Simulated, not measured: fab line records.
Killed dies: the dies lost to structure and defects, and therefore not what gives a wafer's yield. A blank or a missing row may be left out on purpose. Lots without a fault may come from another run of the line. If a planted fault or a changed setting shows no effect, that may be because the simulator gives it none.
Lot-split experiment / flow n5 finfet / 21 wafers read across 7 lots, on a route 1938 steps long

== THE SPLIT ==
At N5_BEOL_M5_TRENCH_ETCH_37 (etches SiCOH lowk in C4F6/O2, target depth 71.652 nm, time 24.7 s), the setting bias w was moved away from the recipe's 185 W on 6 of the 21 wafers read, by -15.3% to +10.7%. The other wafers ran this setting at the recipe's value.

The reading comes from the split's own step.

== THE READING ==
rf vpp V, in V, at N5_BEOL_M5_TRENCH_ETCH_37 (etches SiCOH lowk in C4F6/O2, target depth 71.652 nm, time 24.7 s). Typical for fault-free wafers on this fab line: 668 V, with standard deviation 6.3 V.

wafer=L074.1; tool, chamber at the split=rie diel-04, 0; bias w as run, W=185; against the recipe=recipe; rf vpp V, V=655; against lot-mates on the recipe=-
wafer=L074.2; tool, chamber at the split=rie diel-04, 3; bias w as run, W=156.7; against the recipe=-15.3%; rf vpp V, V=580; against lot-mates on the recipe=-75
wafer=L074.6; tool, chamber at the split=rie diel-04, 0; bias w as run, W=156.7; against the recipe=-15.3%; rf vpp V, V=574; against lot-mates on the recipe=-81
wafer=L076.1; tool, chamber at the split=rie diel-03, 3; bias w as run, W=185; against the recipe=recipe; rf vpp V, V=667; against lot-mates on the recipe=-
wafer=L076.2; tool, chamber at the split=rie diel-03, 1; bias w as run, W=201; against the recipe=+8.6%; rf vpp V, V=718; against lot-mates on the recipe=+46
wafer=L076.3; tool, chamber at the split=rie diel-03, 2; bias w as run, W=185; against the recipe=recipe; rf vpp V, V=678; against lot-mates on the recipe=-
wafer=L082.1; tool, chamber at the split=rie diel-06, 1; bias w as run, W=185; against the recipe=recipe; rf vpp V, V=672; against lot-mates on the recipe=-
wafer=L082.4; tool, chamber at the split=rie diel-06, 3; bias w as run, W=185; against the recipe=recipe; rf vpp V, V=673; against lot-mates on the recipe=-
wafer=L082.6; tool, chamber at the split=rie diel-06, 1; bias w as run, W=185; against the recipe=recipe; rf vpp V, V=671; against lot-mates on the recipe=-
wafer=L087.4; tool, chamber at the split=rie diel-06, 0; bias w as run, W=169; against the recipe=-8.6%; rf vpp V, V=628; against lot-mates on the recipe=-37
wafer=L087.5; tool, chamber at the split=rie diel-06, 2; bias w as run, W=185; against the recipe=recipe; rf vpp V, V=665; against lot-mates on the recipe=-
wafer=L087.6; tool, chamber at the split=rie diel-06, 3; bias w as run, W=169; against the recipe=-8.6%; rf vpp V, V=627; against lot-mates on the recipe=-38
wafer=L089.1; tool, chamber at the split=rie diel-03, 0; bias w as run, W=185; against the recipe=recipe; rf vpp V, V=671; against lot-mates on the recipe=-
wafer=L089.2; tool, chamber at the split=rie diel-03, 2; bias w as run, W=185; against the recipe=recipe; rf vpp V, V=679; against lot-mates on the recipe=-
wafer=L089.4; tool, chamber at the split=rie diel-03, 0; bias w as run, W=204.8; against the recipe=+10.7%; rf vpp V, V=727; against lot-mates on the recipe=+52
wafer=L094.1; tool, chamber at the split=rie diel-06, 3; bias w as run, W=185; against the recipe=recipe; rf vpp V, V=673; against lot-mates on the recipe=-
wafer=L094.3; tool, chamber at the split=rie diel-06, 0; bias w as run, W=185; against the recipe=recipe; rf vpp V, V=674; against lot-mates on the recipe=-
wafer=L094.5; tool, chamber at the split=rie diel-06, 0; bias w as run, W=185; against the recipe=recipe; rf vpp V, V=676; against lot-mates on the recipe=-
wafer=L095.2; tool, chamber at the split=rie diel-04, 2; bias w as run, W=185; against the recipe=recipe; rf vpp V, V=666; against lot-mates on the recipe=-
wafer=L095.4; tool, chamber at the split=rie diel-04, 0; bias w as run, W=185; against the recipe=recipe; rf vpp V, V=655; against lot-mates on the recipe=-
wafer=L095.6; tool, chamber at the split=rie diel-04, 0; bias w as run, W=185; against the recipe=recipe; rf vpp V, V=654; against lot-mates on the recipe=-

FIT RESULTS
A straight line over all 21 wafers: rf vpp V changes by +5.66 V for each +1% of bias w; r = +0.98; the points scatter about the line by 7.8 V.
The same after taking each lot's own level away (the mean of its wafers on the recipe; 21 wafers): +4.95 V for each +1%; r = +0.99; scatter 3.8 V.
Per that fit: largest bias w move, reading shift of 76 V.
From 655.0 to 675.0 V: that is the span of the lots' own levels, equal to 3.2 times the standard deviation above.
In other words, the slope is changed by the lot-to-lot level; the two fits disagree.
Check: for one of the wafers moved furthest among these (-15.3%), held out of the fit, the line's prediction against its lot-mates is -75.5 V. Against them it came out at -75 V.
Tool readings at the split's step, against how far the setting was moved: rf vpp V r = +0.98.

== THESE WAFERS: OTHER SPLITS ==
These wafers also went through other splits before the reading. Each is held against what the fit with the lots' levels taken away leaves over:
other split on the same wafers=N5_BEOL_M0_SAQP_EXPOSE_37 dose mj; wafers away from the commonest value=8; r with rf vpp V (lot level and that fit taken away)=-0.35
other split on the same wafers=N5_BEOL_M0_SAQP_CUT_ETCH_46 source w; wafers away from the commonest value=9; r with rf vpp V (lot level and that fit taken away)=+0.06
other split on the same wafers=N5_BEOL_M2_COAT_22 spin rpm; wafers away from the commonest value=6; r with rf vpp V (lot level and that fit taken away)=+0.13
other split on the same wafers=N5_BEOL_M2_ETCH_69 bias w; wafers away from the commonest value=9; r with rf vpp V (lot level and that fit taken away)=-0.43
other split on the same wafers=N5_BEOL_M3_VIA_ETCH_34 bias w; wafers away from the commonest value=7; r with rf vpp V (lot level and that fit taken away)=-0.13
other split on the same wafers=N5_BEOL_M5_COAT_74 spin rpm; wafers away from the commonest value=5; r with rf vpp V (lot level and that fit taken away)=+0.18
other split on the same wafers=N5_BEOL_M5_COAT_22 spin rpm; wafers away from the commonest value=4; r with rf vpp V (lot level and that fit taken away)=+0.20
other split on the same wafers=N5_BEOL_M5_VIA_ETCH_34 bias w; wafers away from the commonest value=6; r with rf vpp V (lot level and that fit taken away)=-0.10

== FILE'S OWN FIT ==
rf vpp V changes by +4.95 V for each +1% of bias w, r = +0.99.
